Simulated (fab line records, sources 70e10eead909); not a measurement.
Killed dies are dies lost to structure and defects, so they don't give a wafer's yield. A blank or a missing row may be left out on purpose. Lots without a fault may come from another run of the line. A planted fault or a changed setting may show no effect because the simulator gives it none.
Chamber matching | flow nand_harc | NHARC_A_WL_FILL_ALD_19 on ald_metal-03: 4 sister chambers
The step deposits TiN, target thk 2 nm, pulse time 3 s, ald cycles 100. 8 wafers are shown with their chamber, then 7 later ones without.

WAFERS WITH THEIR CHAMBER
wafer  | chamber | heater_power_w (W) | precursor_pulse_height_rel
L079.1 | 2       | 1100               | 1.028
L079.3 | 3       | 1224               | 0.986
L090.2 | 2       | 1131               | 1.045
L090.6 | 1       | 1133               | 0.964
L093.1 | 1       | 1108               | 0.994
L093.5 | 0       | 1047               | 0.978
L095.1 | 3       | 1235               | 1.033
L095.2 | 0       | 1026               | 1.008

WAFERS WITHOUT THEIR CHAMBER
wafer  | heater_power_w (W) | precursor_pulse_height_rel
L095.3 | 1112               | 1.002
L097.1 | 1049               | 0.980
L097.2 | 1066               | 1.014
L097.3 | 1147               | 0.995
L097.4 | 1253               | 1.011
L097.5 | 1118               | 0.996
L097.6 | 1097               | 0.955

WHICH CHAMBER EACH WENT THROUGH
wafer  | from the rows above          | in truth
L095.3 | can't be placed: 1 or 2      | 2
L097.1 | 0                            | 0
L097.2 | can't be placed: 0 or 2 or 1 | 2
L097.3 | can't be placed: 1 or 2      | 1
L097.4 | 3                            | 3
L097.5 | can't be placed: 1 or 2      | 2
L097.6 | can't be placed: 1 or 2      | 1
Placed correctly: 2 of 7. Can't be placed from these rows: 5 (the true chamber is among the candidates in 5). Placed wrongly: 0.
How it was worked out, from the rows above alone: a wafer's distance from a chamber is the root of the sum, over the readings, of the square of ((its reading less the chamber's mean) divided by the reading's scatter). The wafer belongs to the nearest chamber; if the next one is less than 2 further off, it can't be placed. A chamber's mean is the mean of its shown wafers. The scatter: the root of (the sum of the squares of (reading less its chamber's mean) over the shown wafers, divided by (wafers less chambers)).
